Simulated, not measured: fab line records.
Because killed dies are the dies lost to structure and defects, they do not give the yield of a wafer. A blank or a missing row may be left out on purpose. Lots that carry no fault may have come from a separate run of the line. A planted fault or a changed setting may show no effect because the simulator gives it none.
fab line records ; flow n5_finfet
record lots=4; wafers=12; last_day=16
route steps=1938 shown ILD0@335 SDB@347 BEOL_M4@1111 PASSIVATION@1936
lots that met no fault: taken from a fault-free run of the same line
start_h: hours from the record's opening day to when the first of the lot's shown wafers began ; wait_h: hours elapsed since this lot's preceding step ; " as in the row above ; L1.1+2: a single row standing in for several wafers ; - value missing, or start not given ; * or withheld: withheld ; < > ~ a bound
route shown NAME@n: names a module that has steps shown in the file, with the first one's number in the route ; usual: mean and standard deviation over wafers with no fault ; same: alike in all rows ; chamber/n: place in a boat ; sites: per-site readings ; _std_site: the standard deviation of these ; _edge_site: inner sites' mean taken away from outer sites' mean ; radius_mm: how far each site lies from the wafer's centre ; mask NAME#n: copy n ; behind: the last tool/chamber to shape the wafer ; hold: reason for holding the lot/hours on hold/outcome of the hold ; device: which transistor (n, p or np) failed to switch ; end of line: the same wafers' tests at the end of the route ; a step without rows: its recipe alone ; killed: the dies lost at the first sort to structure and to defects; this is not the yield of the wafer ; map: a wafer's dies, marking killed ones x, the rest . and places with no die _
set.NAME: the setting as run; set.NAME@STEP: as run at that earlier step ; model.NAME: the simulator's own value behind a step, which no gauge read
a table for each step, a row for each wafer; lots at some steps of the route
services: a tool's chamber out of use, with start hour (start_h, from the record's first day; less than 0 if before it), hours out, and reason
## steps
# step N5_ILD0_LINER_00
# recipe material=SiNx; target_thk_a=40; temp_c=400; ald_precursor_family=SiH2I2; ald_co_reactant=N2/H2-plasma; pulse_time_s=1; purge_time_s=2; co_reactant_purge_time_s=2; ald_cycles=80; pressure_torr=2
# step N5_ILD0_FCVD_FILL_01
# recipe material=SiO2_flowable; target_thk_a=2000; temp_c=100; pressure_torr=0.8; rf_w=2000; time_s=328.3
# step N5_ILD0_CURE_02
# recipe temp_c=450; time_s=1800; ambient=steam; idle_temp_c=400; ramp_up_c_per_min=5; ramp_down_c_per_min=3; densification_p_h2o_torr=640
# step N5_ILD0_CMP_03
# recipe stop_on=SiNx; t_overpolish_s=1.9; post_cmp_clean=alkaline_brush; down_force_psi=4.1491; platen_rpm=51.796; pad_velocity_m_s=1.0306; target_thk_nm=197.38
# step N5_ILD0_CMP_07
# recipe stop_on=poly-Si; material=SiO2_flowable; t_overpolish_s=1.18; post_cmp_clean=alkaline_brush; down_force_psi=4.1491; platen_rpm=51.796; pad_velocity_m_s=1.0306; target_thk_nm=138.88
# step N5_ILD0_PRECLEAN_10
# recipe chemistry=NF3:NH3; afs_cycles=5; time_s=20; temp_c=30; sublimation_temp_c=180; sublimation_time_s=60; pressure_torr=3; rf_power_w=30
# step N5_ILD0_ALD_15
# recipe material=SiNx; target_thk_a=240; temp_c=400; ald_precursor_family=SiH2I2; ald_co_reactant=N2/H2-plasma; pulse_time_s=1; ald_cycles=480; purge_time_s=2; co_reactant_purge_time_s=2; pressure_torr=2
# step N5_ILD0_CMP_12
# recipe stop_on=poly-Si; material=SiNx; t_overpolish_s=6; post_cmp_clean=alkaline_brush; down_force_psi=2.5; platen_rpm=51.8; pad_velocity_m_s=1.0307; target_thk_nm=17.67
# step N5_SDB_HM_DEP_00
# recipe material=SiNx; target_thk_a=400; temp_c=400; precursor=SiH4/NH3/N2; pressure_torr=1.5; rf_w=300; time_s=35.3
# usual chamber_pressure_Torr=1.500/0.0035; heater_power_w=735/92; showerhead_plenum_p_Torr=5.18/0.035; throttle_valve_pct=39.6/1.4
lot.wafer;tool;chamber;start_h;wait_h;chamber_pressure_Torr;heater_power_w;showerhead_plenum_p_Torr;throttle_valve_pct
L432.3;pecvd-03;0;115.07;0.0;1.500;689;5.17;38.8
L432.4;pecvd-03;1;115.07;0.0;1.506;742;5.18;38.6
L432.6;pecvd-03;2;115.07;0.0;1.497;774;5.22;40.6
L436.1;pecvd-03;2;165.51;0.0;1.499;748;5.23;40.3
L436.2;pecvd-03;1;165.51;0.0;1.500;799;5.18;38.7
L436.5;pecvd-03;2;165.51;0.0;1.493;734;5.22;40.6
L438.2;pecvd-03;2;168.35;0.0;1.499;788;5.23;40.4
L438.3;pecvd-03;1;168.35;0.0;1.502;834;5.19;38.5
L438.5;pecvd-03;0;168.35;0.0;1.495;587;5.19;39.0
L439.4;pecvd-02;0;169.05;0.1;1.502;612;5.20;42.1
L439.5;pecvd-02;1;169.05;0.1;1.500;893;5.17;40.0
L439.6;pecvd-02;2;169.05;0.1;1.500;716;5.15;37.6
# step N5_SDB_COAT_03
# recipe resist=SOC; temp_c=250; time_s=60; spin_rpm=1500; resist_thk_nm=100
# step N5_SDB_COAT_04
# recipe resist=SiARC; temp_c=220; time_s=60; spin_rpm=1500; resist_thk_nm=18
# step N5_SDB_COAT_05
# recipe resist=CAR-ArF; spin_rpm=1500; resist_thk_nm=90
# step N5_SDB_EBR_07
# recipe solvent=PGMEA; ebr_width_mm=1.5
# step N5_SDB_SOFTBAKE_06
# recipe temp_c=110; time_s=60; resist=CAR-ArF
# step N5_SDB_EXPOSE_08
# recipe mask_id=SDB; na=1.35; source_shape=conventional; sigma_outer=0.5; polarization=unpolarized; dose_mj=49.6
# step N5_SDB_PEB_09
# recipe peb_temp_c=withheld; peb_time_s=60; resist=CAR-ArF
# step N5_SDB_DEVELOP_10
# recipe develop_time_s=30; developer=TMAH; resist=CAR-ArF; rinse_liquid=diw; dry=air_spin; dev_temp_c=23
# step N5_SDB_INSPECT_13
# recipe mode=adi; inspect_instrument=brightfield
# usual raw_defect_count=80/41
lot.wafer;tool;chamber;start_h;wait_h;raw_defect_count
L432.3;defect_inspect-02;-;115.45;0.0;139
L432.4;defect_inspect-02;-;115.45;0.0;63
L432.6;defect_inspect-02;-;115.45;0.0;68
L436.1;defect_inspect-01;-;165.89;0.0;1333
L436.2;defect_inspect-01;-;165.89;0.0;1253
L436.5;defect_inspect-01;-;165.89;0.0;1302
L438.2;defect_inspect-02;-;168.73;0.0;1240
L438.3;defect_inspect-02;-;168.73;0.0;1266
L438.5;defect_inspect-02;-;168.73;0.0;1270
L439.4;defect_inspect-02;-;169.53;0.0;46
L439.5;defect_inspect-02;-;169.53;0.0;85
L439.6;defect_inspect-02;-;169.53;0.0;37
# step N5_SDB_DESCUM_16
# recipe chemistry=O2; time_s=7.9; source_power_w=50; bias_power_w=20; pressure_mtorr=20; rf_frequency_hz=2.712e+07; temp_c=40; resist=CAR-ArF; o2_flow_sccm=225
# step N5_BEOL_M4_RC_MEAS_101
# usual DIBL_N=37.2/2.1; DIBL_P=37.3/2.3; IOFF_N=0.18/0.041; IOFF_P=0.24/0.042; ION_N=680/13; ION_P=466/7.7; SS_N=71.8/0.68; SS_P=73.5/0.66; VT_N=249/3.6; VT_P=-248/3.4
lot.wafer;tool;chamber;start_h;wait_h;DIBL_N[mV/V];DIBL_P[mV/V];IOFF_N[nA/um];IOFF_P[nA/um];ION_N[uA/um];ION_P[uA/um];SS_N[mV/dec];SS_P[mV/dec];VT_N[mV];VT_P[mV]
L432.3;prober-01;0;211.91;0.3;38.4;39.0;0.21;0.26;688;465;72.0;73.7;244;-249
L432.4;prober-01;0;211.91;0.3;33.6;34.5;0.12;0.18;661;463;71.1;72.1;252;-252
L432.6;prober-01;0;211.91;0.3;33.7;34.4;0.12;0.18;663;460;70.5;72.4;251;-252
L439.4;prober-02;0;261.56;0.5;36.4;36.4;0.15;0.17;666;453;71.2;73.0;249;-256
L439.5;prober-02;0;261.56;0.5;36.9;37.7;0.15;0.19;664;446;71.6;73.6;250;-255
L439.6;prober-02;0;261.56;0.5;36.3;37.3;0.15;0.19;667;451;71.4;73.2;250;-254
L436.1;prober-01;0;261.95;0.2;41.1;41.6;0.26;0.31;694;466;72.6;74.0;240;-247
L436.2;prober-01;0;261.95;0.2;41.0;41.4;0.24;0.31;696;473;72.6;75.2;244;-246
L436.5;prober-01;0;261.95;0.2;39.7;39.4;0.22;0.27;696;471;72.9;74.5;244;-249
L438.2;prober-01;0;269.08;0.2;40.9;40.6;0.24;0.29;691;467;72.1;74.9;246;-245
L438.3;prober-01;0;269.08;0.2;40.5;40.3;0.23;0.29;693;465;72.2;74.2;245;-243
L438.5;prober-01;0;269.08;0.2;39.7;39.7;0.21;0.26;678;462;72.4;73.8;249;-246
# step N5_PASSIVATION_PROBE_49
# usual defect_limited_yield=91.0/1.6; killed_at_M0_to_M3=35/11; killed_at_M4_up=14/5.3; killed_at_contacts=13/6.7; killed_at_front_end=41/12; killed_at_other=3.9/2.7; killed_dies=106/19; killed_open=70/14; killed_short=35/8.8; sort_bin_5_function=5.3/1; sort_bin_6_memory=3.3/0.81; sort_bin_8_speed=0.00/0.0072; sort_n_pass=1073/19; sort_yield_pct=91.0/1.6
# same gross_dies=1180; killed_at_back_side=0; sort_bin_4_leakage[%]=0
lot.wafer;tool;chamber;start_h;wait_h;defect_limited_yield[%];killed_at_M0_to_M3;killed_at_M4_up;killed_at_contacts;killed_at_front_end;killed_at_other;killed_dies;killed_open;killed_short;sort_bin_5_function[%];sort_bin_6_memory[%];sort_bin_8_speed[%];sort_n_pass;sort_yield_pct[%]
L432.3;prober-02;-;325.93;0.1;89.4;43;16;12;46;8;125;60;64;6.2;3.9;0;1055;89.4
L432.4;prober-02;-;325.98;0.2;90.2;34;17;16;43;6;116;74;39;6.3;3.2;0;1064;90.2
L432.6;prober-02;-;326.08;0.3;90.3;26;11;10;64;3;114;72;39;6.0;3.1;0;1066;90.3
L439.4;prober-02;-;369.79;0.2;93.6;21;18;6;28;3;76;47;28;4.2;1.9;0;1104;93.6
L439.5;prober-02;-;369.84;0.2;90.9;37;15;14;37;4;107;67;40;5.3;3.3;0;1073;90.9
L439.6;prober-02;-;369.89;0.3;90.6;35;24;9;41;2;111;76;31;5.4;3.3;0;1069;90.6
L438.2;prober-02;-;370.69;0.1;78.6;28;12;9;199;4;252;58;35;12.6;4.5;0;928;78.6
L438.3;prober-02;-;370.74;0.1;79.2;38;2;4;195;6;245;48;42;12.2;3.9;0;935;79.2
L438.5;prober-02;-;370.84;0.2;85.4;19;11;8;133;1;172;51;30;7.7;3.5;0;1008;85.4
L436.1;prober-01;-;373.52;0.0;77.6;37;12;1;205;9;264;69;44;12.6;5.6;0;916;77.6
L436.2;prober-01;-;373.57;0.1;80.5;27;13;4;182;4;230;52;24;11.2;4.6;0;950;80.5
L436.5;prober-01;-;373.72;0.2;82.5;17;11;5;170;4;207;40;25;10.6;2.7;0.08;973;82.5
# killed by level:class
L432.3 FIN_SAQP:geometric_particle:short=18 BEOL_M0_SAQP:geometric_particle:short=18 FIN_SAQP:geometric_particle:open=11 MOL_CONTACT_COAG:geometric_particle:open=9 BEOL_M0_SAQP:geometric_particle:open=9 BEOL_M3:geometric_particle:open=8 BEOL_M1:geometric_particle:short=5 STARTING-WAFER:geometric_particle:short=5
L432.4 FIN_SAQP:geometric_particle:open=16 MOL_CONTACT_COAG:geometric_particle:open=13 BEOL_M0_SAQP:geometric_particle:open=11 BEOL_M0_SAQP:geometric_particle:short=10 BEOL_M4:geometric_particle:open=7 FIN_SAQP:geometric_particle:short=6 BEOL_M1:geometric_particle:open=5 BEOL_M4:geometric_particle:short=5
L432.6 FIN_SAQP:geometric_particle:open=16 STI_FIN_REVEAL:geometric_particle:open=11 FIN_SAQP:geometric_particle:short=8 GATE_CUT:geometric_particle:short=8 MOL_CONTACT_COAG:geometric_particle:open=7 BEOL_M1:geometric_particle:open=7 GATE_CUT:geometric_particle:open=5 ILD0:geometric_particle:open=4
L439.4 BEOL_M4:geometric_particle:open=12 BEOL_M0_SAQP:geometric_particle:short=6 FIN_SAQP:geometric_particle:open=5 MOL_CONTACT_COAG:geometric_particle:open=5 BEOL_M0_SAQP:geometric_particle:open=5 BEOL_M1:geometric_particle:open=5 STARTING-WAFER:geometric_particle:short=5 STI_FIN_REVEAL:geometric_particle:open=4
L439.5 BEOL_M0_SAQP:geometric_particle:open=12 FIN_SAQP:geometric_particle:short=11 FIN_SAQP:geometric_particle:open=10 MOL_CONTACT_COAG:geometric_particle:open=10 BEOL_M0_SAQP:geometric_particle:short=9 STI_FIN_REVEAL:geometric_particle:open=8 BEOL_M1:geometric_particle:open=7 BEOL_M4:geometric_particle:open=6
L439.6 BEOL_M0_SAQP:geometric_particle:short=13 BEOL_M4:geometric_particle:open=13 FIN_SAQP:geometric_particle:open=12 MOL_CONTACT_COAG:geometric_particle:open=9 BEOL_M0_SAQP:geometric_particle:open=8 STI_FIN_REVEAL:geometric_particle:open=8 BEOL_M1:geometric_particle:open=6 FIN_SAQP:geometric_particle:short=5
L438.2 SDB:unspecified=159 FIN_SAQP:geometric_particle:short=13 BEOL_M3:geometric_particle:open=12 MOL_CONTACT_COAG:geometric_particle:open=9 STI_FIN_REVEAL:geometric_particle:open=6 BEOL_M0_SAQP:geometric_particle:short=6 FIN_SAQP:geometric_particle:open=5 BEOL_M4:geometric_particle:open=5
L438.3 SDB:unspecified=155 BEOL_M0_SAQP:geometric_particle:short=15 BEOL_M0_SAQP:geometric_particle:open=10 STI_FIN_REVEAL:geometric_particle:open=7 FIN_SAQP:geometric_particle:open=6 GATE_CUT:geometric_particle:short=5 GATE_CUT:geometric_particle:open=5 BEOL_M2:geometric_particle:open=5
L438.5 SDB:unspecified=91 STI_FIN_REVEAL:geometric_particle:open=14 MOL_CONTACT_COAG:geometric_particle:open=7 FIN_SAQP:geometric_particle:short=6 STI_FIN_REVEAL:geometric_particle:short=6 BEOL_M8:geometric_particle:open=6 GATE_CUT:geometric_particle:short=5 BEOL_M1:geometric_particle:open=5
L436.1 SDB:unspecified=151 STI_FIN_REVEAL:geometric_particle:open=14 FIN_SAQP:geometric_particle:open=11 BEOL_M0_SAQP:geometric_particle:short=10 BEOL_M1:geometric_particle:open=9 FIN_SAQP:geometric_particle:short=8 STI_FIN_REVEAL:geometric_particle:short=8 BEOL_M0_SAQP:geometric_particle:open=6
L436.2 SDB:unspecified=154 BEOL_M3:geometric_particle:open=9 BEOL_M1:geometric_particle:open=6 FIN_SAQP:geometric_particle:open=5 STI_FIN_REVEAL:geometric_particle:open=4 DUMMY_GATE:geometric_particle:open=4 BEOL_M0_SAQP:geometric_particle:open=4 BEOL_M4:geometric_particle:open=4
L436.5 SDB:unspecified=141 STI_FIN_REVEAL:geometric_particle:open=7 BEOL_M2:geometric_particle:open=7 FIN_SAQP:geometric_particle:short=6 MOL_CONTACT_COAG:geometric_particle:open=4 BEOL_M4:geometric_particle:open=4 FIN_SAQP:geometric_particle:open=3 DUMMY_GATE:geometric_particle:open=3
# map L436.1 (x killed, . not)
_________________......x...x.________________
______________...........x......_____________
___________....x.............x.....__________
__________.........x..........xx...._________
________.....................x....x..._______
_______..x......xx.......x.x...........______
______x.x............................x.._____
_____x.....x...................x.x..x....____
____......x...x..............x............___
___..x.............x.......................__
___..........x...............x...x.....x...__
__...............x......x...x........x......_
__..x....................x............x....._
_...............x......x.....x....x.x.....x..
_...x..................x............x........
_..x...x.........x...............x...........
_.........x......x.......x..........x...x....
_....x............x..x.......x..............x
_.........x.x...x.x.......x..x.x......x......
_..x...............x..xx......x...x..........
_.............................x.........x....
__..x..............x..xx..x......x......xx.x_
__.....x...........xxxxxxxxxx.x...x.....x..._
___xx........x.x.xxxxxxxxxxxxx.x....x....x.__
___x.............xxxxxxxxxxxxx..x...x...x..__
____.xx......x..xx.xxxxxxxxxxxxxx...x.....___
_____.....x....x..xxxxxxxxxxxxxxx........____
______..........xx.xxxxxxxxxxxx......x.._____
_______.........xxxxxxxxxxxxxx.xx.....x______
________.......x.xxxxxxxxxxxxxxx....x._______
__________.....x.xx..xxxxxxxxx......_________
___________.x..x..xxxxxxxxxxx.x..x.__________
______________....x..xxx.xxx..x._____________
_________________.....x.xxx.x________________
# map L438.2 (x killed, . not)
_________________x...x.x...x.________________
______________.........xx......._____________
___________...................x....__________
__________......x...........xx......_________
________......x.....x............x...._______
_______...x..x..x..................x...______
______x...........x.......x.x..x........_____
_____........x........x.....x...x........____
____..........................x.....x..x..___
___...................................x....__
___.........x..............x.x.............__
__....x.....xx..x.............x............._
__............................x......x......_
_........x.x......x................x..x...x..
_............................................
_..........xx................................
_....x.................x.........x.x..x......
_..x.x.............x...x..x...x......x.......
_.............................x.....x..x.....
_x..........x............xx......x...........
_.x.......x.........x.....x.xx..x............
__......x....x.........x.xxxxx.xx..........._
__..........x....x.xxxxxxxxx................_
___..x....x.....x...xxxxxxxxxxxx...........__
___.....x.........xxxxxxxxxxxx.xx..x.......__
____............x.xxxxxxxxxxxxxx.x....x...___
_____..x.........xxxxxxxxxxxxxxx.......x.____
______x.......x..xxxxxxxxxxxxxx......x.._____
_______x.......xx.xxxxxxxxxxxxxx.......______
________.....x..xxxxxxxxxxxxxxx..x...._______
__________.....xx.xxxxxxxxxxxxx.x..._________
___________....x..xxxxxxxxxxx.x....__________
______________.......xx.xxxxx..._____________
_________________....x.xx...x________________
## services
tool;chamber;start_h;hours;kind
pecvd-02;1;93.91;5.5;scheduled_down
pecvd-02;1;104.30;5.0;scheduled_down
pecvd-03;0;125.38;3.8;repair
pecvd-02;-;127.83;1.1;repair
pecvd-02;-;157.55;0.9;repair
pecvd-03;-;168.63;2.8;repair
## key
first_sign step=N5_SDB_INSPECT_13; reading=raw_defect_count; direction=up; sigmas=29; usual=80; struck=1277
effect step=N5_PASSIVATION_PROBE_49; reading=killed_at_front_end; direction=up; sigmas=11; usual=41; struck=181
more_kills_born_at N5_SDB_HM_DEP_00@pecvd-03=851
met_at N5_SDB_HM_DEP_00
struck_wafers L436.1,L436.2,L436.5,L438.2,L438.3,L438.5
onset_between 115.07 165.51
fault kind=chamber_particle_source; tool=pecvd-03; chamber=-; onset_h=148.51; steps=N5_SDB_HM_DEP_00; rate_per_visit_cm2=1.8465; end_h=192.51
